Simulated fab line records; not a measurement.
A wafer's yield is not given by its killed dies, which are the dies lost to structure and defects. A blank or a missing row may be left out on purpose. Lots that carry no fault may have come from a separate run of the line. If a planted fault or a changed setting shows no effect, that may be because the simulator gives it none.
Matching of chambers + flow n5 finfet + N5_BEOL_M2_PRE_CLEAN_60 on cvd co-02 has 3 sister chambers
The step time 15 s. 3 wafers are shown with their chamber, then 11 later ones without.

== WAFERS, EACH WITH ITS CHAMBER ==
| wafer  | chamber | heater power outer w (W) |
|--------|---------|--------------------------|
| L087.5 | 0       | 6                        |
| L088.4 | 1       | 20                       |
| L089.1 | 2       | 19                       |

== WAFERS WITHOUT THEIR CHAMBER ==
| wafer  | heater power outer w (W) |
|--------|--------------------------|
| L089.2 | 20                       |
| L089.6 | 20                       |
| L090.1 | 7                        |
| L090.4 | 20                       |
| L090.5 | 19                       |
| L093.3 | 7                        |
| L093.4 | 19                       |
| L093.6 | 20                       |
| L096.3 | 20                       |
| L096.5 | 19                       |
| L096.6 | 7                        |

== WHICH CHAMBER EACH WENT THROUGH ==
| wafer  | from the rows above     | in truth |
|--------|-------------------------|----------|
| L089.2 | can't be placed: 1 or 2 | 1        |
| L089.6 | can't be placed: 1 or 2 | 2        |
| L090.1 | 0                       | 0        |
| L090.4 | can't be placed: 1 or 2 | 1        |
| L090.5 | can't be placed: 2 or 1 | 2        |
| L093.3 | 0                       | 0        |
| L093.4 | can't be placed: 2 or 1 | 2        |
| L093.6 | can't be placed: 1 or 2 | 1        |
| L096.3 | can't be placed: 1 or 2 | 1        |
| L096.5 | can't be placed: 2 or 1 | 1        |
| L096.6 | 0                       | 0        |
Correct placement for 3 of the 11. Unplaceable from these rows: 8, with the true chamber sitting among the candidates in 8. Number placed wrongly: 0.
How it was worked out, from the rows above alone: a wafer's distance from a chamber is the root of the sum, over the readings, of the square of ((its reading less the chamber's mean) divided by the reading's scatter). If the next closest chamber is less than 2 further off than the closest, the wafer can't be placed; otherwise it belongs to the closest. For every chamber, the mean is computed from those of its wafers that are shown. The scatter: with one shown wafer a chamber, the root of the mean of the squares of how far each hidden wafer lies from its nearest shown one.
